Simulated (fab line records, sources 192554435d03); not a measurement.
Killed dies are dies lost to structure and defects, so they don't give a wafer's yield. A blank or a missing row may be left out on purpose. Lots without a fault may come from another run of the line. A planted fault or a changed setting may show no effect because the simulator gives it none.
Which tool did it? | flow n5_finfet | 10 lots, 30 wafers sampled, at 5 steps of a route of 1938

WHAT THE GAUGES READ, wafer by wafer
N5_BEOL_M4_RC_MEAS_101. Usual: DIBL_N 37.2 mV/V, standard deviation 1.9; DIBL_P 37.3 mV/V, standard deviation 2.2; IOFF_N 0.18 nA/um, standard deviation 0.038; IOFF_P 0.22 nA/um, standard deviation 0.039; ION_N 678 uA/um, standard deviation 11; ION_P 462 uA/um, standard deviation 6.9; SS_N 71.8 mV/dec, standard deviation 0.68; SS_P 73.5 mV/dec, standard deviation 0.65; VT_N 249 mV, standard deviation 3.4; VT_P -250 mV, standard deviation 3.2.
lot  | measured     | on        | DIBL_N (mV/V)  | DIBL_P (mV/V)  | IOFF_N (nA/um) | IOFF_P (nA/um) | ION_N (uA/um) | ION_P (uA/um) | SS_N (mV/dec)  | SS_P (mV/dec)  | VT_N (mV)   | VT_P (mV)      | flag
L972 | day 8 10:58  | prober-01 | 39.7 36.8 35.2 | 40.5 36.0 35.4 | 0.22 0.15 0.14 | 0.25 0.18 0.17 | 690 654 673   | 461 450 455   | 72.7 71.7 72.3 | 73.3 73.0 72.4 | 246 254 251 | -250 -252 -254 |
L976 | day 9 01:04  | prober-01 | 40.0 39.1 39.4 | 41.2 40.7 40.5 | 0.26 0.24 0.25 | 0.27 0.27 0.26 | 691 691 693   | 465 464 459   | 73.4 72.2 71.5 | 74.2 73.8 74.7 | 246 245 247 | -250 -249 -249 |
L977 | day 9 17:16  | prober-01 | 37.4 36.9 35.6 | 40.0 38.2 36.7 | 0.20 0.19 0.16 | 0.25 0.23 0.20 | 686 676 679   | 475 465 457   | 72.4 72.2 71.0 | 73.3 74.3 73.1 | 244 249 251 | -247 -250 -250 |
L978 | day 9 20:22  | prober-01 | 35.6 35.2 36.8 | 35.4 34.8 37.2 | 0.15 0.15 0.17 | 0.22 0.21 0.24 | 672 685 679   | 471 475 474   | 70.9 71.3 70.8 | 73.2 72.8 73.7 | 252 249 248 | -246 -247 -247 |
L983 | day 11 06:01 | prober-01 | 38.0 33.4 35.4 | 38.1 33.2 34.7 | 0.18 0.11 0.14 | 0.26 0.19 0.20 | 671 660 677   | 472 463 464   | 71.6 70.6 70.8 | 73.5 72.5 72.5 | 247 254 252 | -246 -251 -247 |
L984 | day 11 11:01 | prober-01 | 39.5 37.4 37.2 | 39.7 37.8 36.9 | 0.22 0.18 0.17 | 0.22 0.20 0.18 | 687 682 677   | 455 457 448   | 71.6 72.3 72.1 | 74.3 73.8 73.4 | 245 249 251 | -256 -253 -255 |
L986 | day 12 00:20 | prober-01 | 40.5 38.5 37.3 | 39.0 37.2 35.0 | 0.22 0.19 0.15 | 0.26 0.23 0.20 | 682 686 665   | 466 472 460   | 72.9 70.8 70.8 | 73.8 73.6 72.8 | 247 245 253 | -248 -249 -251 |
L993 | day 13 12:39 | prober-02 | 36.7 37.6 36.4 | 38.0 39.6 37.7 | 0.19 0.22 0.18 | 0.22 0.26 0.22 | 684 690 685   | 462 462 462   | 71.4 72.2 72.3 | 73.8 73.6 73.1 | 247 247 248 | -250 -249 -250 |
L994 | day 13 13:22 | prober-01 | 37.2 37.0 35.9 | 40.0 39.2 37.1 | 0.18 0.17 0.14 | 0.22 0.20 0.17 | 668 673 655   | 452 461 445   | 72.0 72.1 72.4 | 74.4 73.6 73.8 | 250 250 254 | -251 -255 -255 |
L995 | day 13 22:26 | prober-02 | 35.6 33.3 37.0 | 36.9 32.9 37.7 | 0.16 0.11 0.18 | 0.19 0.15 0.22 | 669 655 678   | 460 453 459   | 71.8 71.8 72.6 | 73.2 73.2 73.6 | 251 257 248 | -253 -255 -250 |

WHICH TOOL RAN EACH LOT (tool, then ch and the chambers of the sampled wafers, then the start)
lot  | N5_BEOL_M2_SPUTTER_79        | N5_BEOL_M2_ANNEAL_91         | N5_BEOL_M2_ANNEAL_93         | N5_BEOL_M2_ANNEAL_51
L972 | pvd_sputter-03, day 7 04:08  | pvd_sputter-03, day 7 05:05  | pvd_sputter-03, day 7 05:19  | rtp_anneal-02 ch 0, day 7 05:55
L976 | pvd_sputter-01, day 7 22:00  | pvd_sputter-01, day 7 22:58  | pvd_sputter-01, day 7 23:11  | rtp_anneal-01 ch 0, day 7 23:47
L977 | pvd_sputter-02, day 8 15:44  | pvd_sputter-02, day 8 16:42  | pvd_sputter-02, day 8 16:55  | rtp_anneal-02 ch 0, day 8 17:29
L978 | pvd_sputter-01, day 8 15:58  | pvd_sputter-01, day 8 16:55  | pvd_sputter-01, day 8 17:08  | rtp_anneal-02 ch 0, day 8 17:45
L983 | pvd_sputter-03, day 9 20:24  | pvd_sputter-03, day 9 21:22  | pvd_sputter-03, day 9 21:35  | rtp_anneal-02 ch 0, day 9 22:14
L984 | pvd_sputter-02, day 10 00:48 | pvd_sputter-02, day 10 01:46 | pvd_sputter-02, day 10 01:59 | rtp_anneal-02 ch 0, day 10 02:37
L986 | pvd_sputter-02, day 10 19:20 | pvd_sputter-02, day 10 20:18 | pvd_sputter-02, day 10 20:31 | rtp_anneal-01 ch 0, day 10 21:05
L993 | pvd_sputter-02, day 12 01:55 | pvd_sputter-02, day 12 02:53 | pvd_sputter-02, day 12 03:06 | rtp_anneal-01 ch 0, day 12 03:52
L994 | pvd_sputter-01, day 12 09:35 | pvd_sputter-01, day 12 10:33 | pvd_sputter-01, day 12 10:46 | rtp_anneal-01 ch 0, day 12 11:22
L995 | pvd_sputter-02, day 12 16:28 | pvd_sputter-02, day 12 17:25 | pvd_sputter-02, day 12 17:38 | rtp_anneal-02 ch 0, day 12 18:17
- N5_BEOL_M2_SPUTTER_79: material Cu, target thk 4.5 nm, time 8.29 s.
- N5_BEOL_M2_ANNEAL_91: time 240 s.
- N5_BEOL_M2_ANNEAL_93: time 240 s.
- N5_BEOL_M2_ANNEAL_51: time 90 s.

WHAT THE TOOLS THEMSELVES READ (means of the sampled wafers that have a number; where no wafer has one, the mark that the record gives instead)
N5_BEOL_M2_SPUTTER_79. Usual: throttle_valve_pct 30.1 %, standard deviation 1.1.
lot  | tool           | throttle_valve_pct (%) | flag
L972 | pvd_sputter-03 | 30.8                   |
L976 | pvd_sputter-01 | 29.7                   |
L977 | pvd_sputter-02 | 29.1                   |
L978 | pvd_sputter-01 | 29.7                   |
L983 | pvd_sputter-03 | 30.2                   |
L984 | pvd_sputter-02 | 29.8                   |
L986 | pvd_sputter-02 | 29.1                   |
L993 | pvd_sputter-02 | 29.2                   |
L994 | pvd_sputter-01 | 29.3                   |
L995 | pvd_sputter-02 | 29.5                   |

N5_BEOL_M2_ANNEAL_91. Usual: heater_power_w 830 W, standard deviation 76; susceptor_temp_C 399.97 C, standard deviation 0.22.
lot  | tool           | heater_power_w (W) | susceptor_temp_C (C) | flag
L972 | pvd_sputter-03 | 842                | 399.57               |
L976 | pvd_sputter-01 | 869                | 399.97               |
L977 | pvd_sputter-02 | 929                | 400.10               |
L978 | pvd_sputter-01 | 849                | 399.69               |
L983 | pvd_sputter-03 | 830                | 399.95               |
L984 | pvd_sputter-02 | 866                | 399.94               |
L986 | pvd_sputter-02 | 930                | 399.93               |
L993 | pvd_sputter-02 | 929                | 400.07               |
L994 | pvd_sputter-01 | 822                | 399.89               |
L995 | pvd_sputter-02 | 799                | 399.83               |

N5_BEOL_M2_ANNEAL_93. Usual: heater_power_w 831 W, standard deviation 77; susceptor_temp_C 400.02 C, standard deviation 0.24.
lot  | tool           | heater_power_w (W) | susceptor_temp_C (C) | flag
L972 | pvd_sputter-03 | 844                | 400.04               |
L976 | pvd_sputter-01 | 872                | 399.85               |
L977 | pvd_sputter-02 | 919                | 399.99               |
L978 | pvd_sputter-01 | 829                | 400.17               |
L983 | pvd_sputter-03 | -                  | -                    | OFF
L984 | pvd_sputter-02 | -                  | -                    | OFF
L986 | pvd_sputter-02 | -                  | -                    | OFF
L993 | pvd_sputter-02 | 940                | 400.11               |
L994 | pvd_sputter-01 | 821                | 400.04               |
L995 | pvd_sputter-02 | 783                | 399.83               |

N5_BEOL_M2_ANNEAL_51. Usual: anneal_temp_c 224.95 C, standard deviation 0.18; anneal_temp_c_max 225.74, standard deviation 0.26; wafer_temp_C_max 226.4, standard deviation 0.3.
lot  | tool          | anneal_temp_c (C) | anneal_temp_c_max | wafer_temp_C_max | flag
L972 | rtp_anneal-02 | 225.20            | 225.86            | 226.2            |
L976 | rtp_anneal-01 | 225.08            | 225.89            | 226.7            |
L977 | rtp_anneal-02 | 225.06            | 225.69            | 226.0            |
L978 | rtp_anneal-02 | 224.78            | 225.43            | 226.1            |
L983 | rtp_anneal-02 | 224.77            | 225.37            | 226.3            |
L984 | rtp_anneal-02 | 225.01            | 225.57            | 226.3            |
L986 | rtp_anneal-01 | 225.28            | 226.05            | 226.6            |
L993 | rtp_anneal-01 | 224.95            | 225.96            | 226.8            |
L994 | rtp_anneal-01 | 224.95            | 225.88            | 226.5            |
L995 | rtp_anneal-02 | 224.88            | 225.69            | 226.4            |

THE ANSWER, worked out from the rows above alone
Rule: a lot is off if the mean of its wafers that have a number lies more than 3 standard deviations from the usual mean. A lot without any number at a reading at which 4 lots or more have one is off too. The other lots that the step has rows for count as sound. The gauges are gone through in route order, then the tools' own readings, and for those a lot's mean is taken as printed above. The first step at which some lot is off is used, and at that step the reading that is off furthest; a lot without a number counts as furthest.
Off: L983, L984, L986, at N5_BEOL_M2_ANNEAL_93 (heater_power_w). Without a number there: L983, L984, L986.
A tool fits if, at that step or a process step before it, it ran every lot that is off, and no sound lot after the first of them. None of those tried fits.

WHAT THE SIMULATOR HAD PUT IN
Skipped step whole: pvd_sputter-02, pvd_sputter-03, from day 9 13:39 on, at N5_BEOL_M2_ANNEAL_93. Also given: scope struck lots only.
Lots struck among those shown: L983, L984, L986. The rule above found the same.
